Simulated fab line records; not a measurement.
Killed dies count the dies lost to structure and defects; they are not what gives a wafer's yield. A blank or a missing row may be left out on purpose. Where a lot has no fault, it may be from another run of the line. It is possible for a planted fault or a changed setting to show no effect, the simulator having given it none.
Problem report in the 8D (eight disciplines) form, filled by code | flow nandHarc | the parts of the form that need people (team, actions taken, sign-off) are left out

== 1. WHAT IS WRONG ==
Wafers without a fault read 896.3 W, standard deviation 2.5; rfFwdPowerW at NHARC_A_STAIRCASE_DEP_471 reads a mean of 751.3 W on 9 wafers belonging to 3 lots. That puts it -58 standard deviations away from the usual mean.
The step: deposits SiO2, target thk 100 nm.
First observed at day 23 01:10: wafer L540.1, on pecvd-03. Wafers with a number at this step in the record: 36, from 12 lots. Rule for "out", or "out of limits": more than 4 standard deviations from the usual mean. The rest of the wafers with a number are treated as sound.

== 2. WHAT IT IS; WHAT IT IS NOT ==
question                    | is                     | is not
which readings at this step | rfFwdPowerW            | heaterPowerW
which lots                  | L540, L541, L542       | L531, L532, L533, L534, L549, L550, L551, L552, L553
which wafers of those lots  | all that have a number | -
read on which tools         | pecvd-03               | pecvd-02, pecvd-04
when                        | from day 23 01:10      | up to then (12 sound wafers); but 15 sound wafers of L549, L550, L551, L552, L553 came after

== 3. WHAT RULES OUT EACH SUSPECT ==
Counting: a tool at a process step up to the reading stays a suspect if it ran every lot that is out and no sound lot after the first of them.
- pecvd-03 at NHARC_A_STAIRCASE_DEP_471 (deposits SiO2, target thk 100 nm): ruled out as a lasting fault. The sound lots L550, L551, L552, L553 went through it after L540, its earliest lot that is out (day 23 01:10).
Left after counting: nothing in the record.

== 4. THE CAUSE (what the simulator had put in) ==
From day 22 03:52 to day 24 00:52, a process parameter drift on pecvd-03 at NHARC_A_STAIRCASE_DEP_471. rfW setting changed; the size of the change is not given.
Counting ruled it out, wrongly.

== 5. THE EFFECT CHAIN, in route order ==
Each row: a reading whose mean over the struck wafers that have a number lies more than 3 standard deviations from the usual. Scope: only readings with a usual standard deviation given in the record; hours: median across lots of the time from each lot's start at the first step in this table that gives one to its start at this step; sigmas: change in usual standard deviations.
hours | step                      | reading     | usual   | on struck wafers | change | sigmas
0     | NHARC_A_STAIRCASE_DEP_471 | rfFwdPowerW | 896.3 W | 751.3            | -145.0 | -58
Its process steps:
- NHARC_A_STAIRCASE_DEP_471: deposits SiO2, target thk 100 nm.
Later steps that measure or inspect, where all struck wafers having a row at the step show a number for every such reading and not one has moved that far: NHARC_END_SORT_01.

== 6. WHAT WOULD HAVE CAUGHT IT SOONER ==
In this record no reading fell out of limits until day 23 01:10, 21 hours after the fault had begun at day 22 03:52.
